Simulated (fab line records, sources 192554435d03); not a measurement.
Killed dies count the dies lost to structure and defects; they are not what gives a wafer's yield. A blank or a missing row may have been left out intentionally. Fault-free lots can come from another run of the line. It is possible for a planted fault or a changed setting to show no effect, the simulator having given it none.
A struck lot beside a sound one | flow n5 finfet | 33 out of 1938 route steps
Sound: wafers L856.3, L856.5, L856.6. The struck wafers were L849.3, L849.4, L849.5. Last of all comes the cause.
Order at every step that has rows: each side's tool, ch and its chambers, its first start. Under that, the readings that differ: sound wafers | struck wafers | difference of the means | sigmas: that difference in standard deviations of wafers without a fault.
alike: a reading whose means differ by less than 2 such deviations, as well as words and numbers matching on both sides. not compared: withheld readings; readings where some wafer has no value; bounds like >300 that might hide an equal value; numbers whose values overlap and for which the record gives no deviation.
The two part at a step that has a row with sigmas, a row that says differs or no value, or rows on one side only. When numbers do not overlap yet have no deviation, they are printed without sigmas and do not part them. Lack of a reading on every wafer of one side parts them only where that side has two or more wafers.

first, 11 steps without rows for these wafers: N5_BEOL_M15_ETCH_38 (etches SiCN in CF4/N2, target depth 106.4 nm, time 120.5 s); N5_BEOL_M15_PRECLEAN_39 (cleans in residue remover, time 60 s); N5_BEOL_M15_SRD_40 (time 30 s, dry time 30 s); N5_BEOL_M15_DEGAS_41 (time 60 s); N5_BEOL_M15_PRE_CLEAN_42 (time 30 s); N5_BEOL_M15_SPUTTER_43 (material TaN, target thk 15 nm, time 24.19 s); N5_BEOL_M15_SPUTTER_44 (material Ta, target thk 15 nm, time 24.19 s); N5_BEOL_M15_SPUTTER_45 (material Cu, target thk 100 nm, time 16.67 s); N5_BEOL_M15_ECD_47 (material Cu, target thk 1860 nm); N5_BEOL_M15_ANNEAL_48 (time 90 s); N5_BEOL_M15_CMP_49 (polishes, stops on SiO2, t overpolish 4.9 s, target thk 850 nm).
N5_BEOL_M15_PRE_CLEAN_52: time 15 s.
  sound on pecvd-03 ch 0,1,2, day 17 21:28; struck on pecvd-03 ch 0,1, day 15 15:58
then, 1 step without rows for these wafers: N5_BEOL_M15_DEP_53 (deposits SiCN from 3MS/NH3, target thk 50 nm, time 17.8 s).
N5_BEOL_M15_INSPECT_55: inspects for defects (darkfield).
  sound on defect inspect-02 at day 17 21:35; struck on defect inspect-01 at day 15 16:05
  reading          | sound      | struck      | difference | sigmas
  raw defect count | 117 90 106 | 409 381 442 | +306       | +14
then, 16 steps without rows for these wafers: N5_PASSIVATION_PECVD_00 (deposits SiO2 from SiH4/N2O, target thk 200 nm, time 11.2 s); N5_MIM_BOT_DEGAS_01 (time 60 s); N5_MIM_BOT_SPUTTER_00 (material TiN, target thk 35 nm, time 89.7 s); N5_MIM_TOP_ALD_00 (deposits Al2O3, purge time 3 s, co reactant pulse time 3 s); N5_MIM_TOP_ALD_01 (deposits HfO2, target thk 5.6 nm, pulse time 1 s, purge time 3 s); N5_MIM_TOP_ALD_02 (deposits Al2O3, purge time 3 s, co reactant pulse time 3 s); N5_MIM_TOP_DEGAS_04 (time 60 s); N5_MIM_TOP_SPUTTER_03 (material TiN, target thk 35 nm, time 89.7 s); N5_MIM_TOP_LITHO_HMDS_01 (time 60 s); N5_MIM_TOP_LITHO_COAT_02; N5_MIM_TOP_LITHO_EBR_04; N5_MIM_TOP_LITHO_SOFTBAKE_03 (time 90 s); N5_MIM_TOP_LITHO_EXPOSE_05 (exposes mask MIM TOP, target cd 2000 nm); N5_MIM_TOP_LITHO_PEB_06; N5_MIM_TOP_LITHO_DEVELOP_07 (develop time 60 s); N5_MIM_TOP_LITHO_HARDBAKE_09 (time 120 s).
N5_MIM_TOP_LITHO_INSPECT_12: inspects for defects (macro).
  sound on defect inspect-01 at day 18 01:37; struck on defect inspect-01 at day 15 20:30
  reading          | sound | struck         | difference | sigmas
  raw defect count | 1 3 1 | >300 >300 >300 | differs    |
then, 1 step without rows for these wafers: N5_MIM_TOP_LITHO_DESCUM_10 (chemistry O2, time 7.9 s).
N5_PASSIVATION_PROBE_49:
  only the struck wafers here have rows in the record (prober-02, day 16 10:23); the sound ones have none

WHERE THEY PART
Earliest at N5_BEOL_M15_INSPECT_55; latest, in this record, at N5_PASSIVATION_PROBE_49.

WHY: what the simulator had put in
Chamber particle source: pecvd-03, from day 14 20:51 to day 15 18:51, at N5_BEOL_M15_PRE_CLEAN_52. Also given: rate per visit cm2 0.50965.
